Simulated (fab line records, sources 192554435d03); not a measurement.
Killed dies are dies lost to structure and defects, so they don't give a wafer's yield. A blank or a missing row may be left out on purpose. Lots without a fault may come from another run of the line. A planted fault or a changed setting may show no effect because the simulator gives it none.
Chamber matching | flow n5_finfet | N5_PASSIVATION_PECVD_35 on pecvd-02: 3 sister chambers
The step deposits SiNx from SiH4/NH3/N2, target thk 700 nm, time 151.3 s. 3 wafers are shown with their chamber, then 7 later ones without.

WAFERS WITH THEIR CHAMBER
wafer  | chamber | showerhead_plenum_p_Torr (Torr)
L379.2 | 2       | 8.64
L391.2 | 1       | 8.72
L391.3 | 0       | 8.55

WAFERS WITHOUT THEIR CHAMBER
wafer  | showerhead_plenum_p_Torr (Torr)
L391.6 | 8.57
L390.1 | 8.69
L390.3 | 8.65
L390.6 | 8.70
L392.4 | 8.68
L392.5 | 8.56
L392.6 | 8.66

WHICH CHAMBER EACH WENT THROUGH
wafer  | from the rows above     | in truth
L391.6 | 0                       | 0
L390.1 | can't be placed: 1 or 2 | 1
L390.3 | 2                       | 2
L390.6 | can't be placed: 1 or 2 | 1
L392.4 | can't be placed: 2 or 1 | 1
L392.5 | 0                       | 0
L392.6 | can't be placed: 2 or 1 | 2
Placed correctly: 3 of 7. Can't be placed from these rows: 4 (the true chamber is among the candidates in 4). Placed wrongly: 0.
How it was worked out, from the rows above alone: a wafer's distance from a chamber is the root of the sum, over the readings, of the square of ((its reading less the chamber's mean) divided by the reading's scatter). The wafer belongs to the nearest chamber; if the next one is less than 2 further off, it can't be placed. A chamber's mean is the mean of its shown wafers. The scatter: with one shown wafer a chamber, the root of the mean of the squares of how far each hidden wafer lies from its nearest shown one.
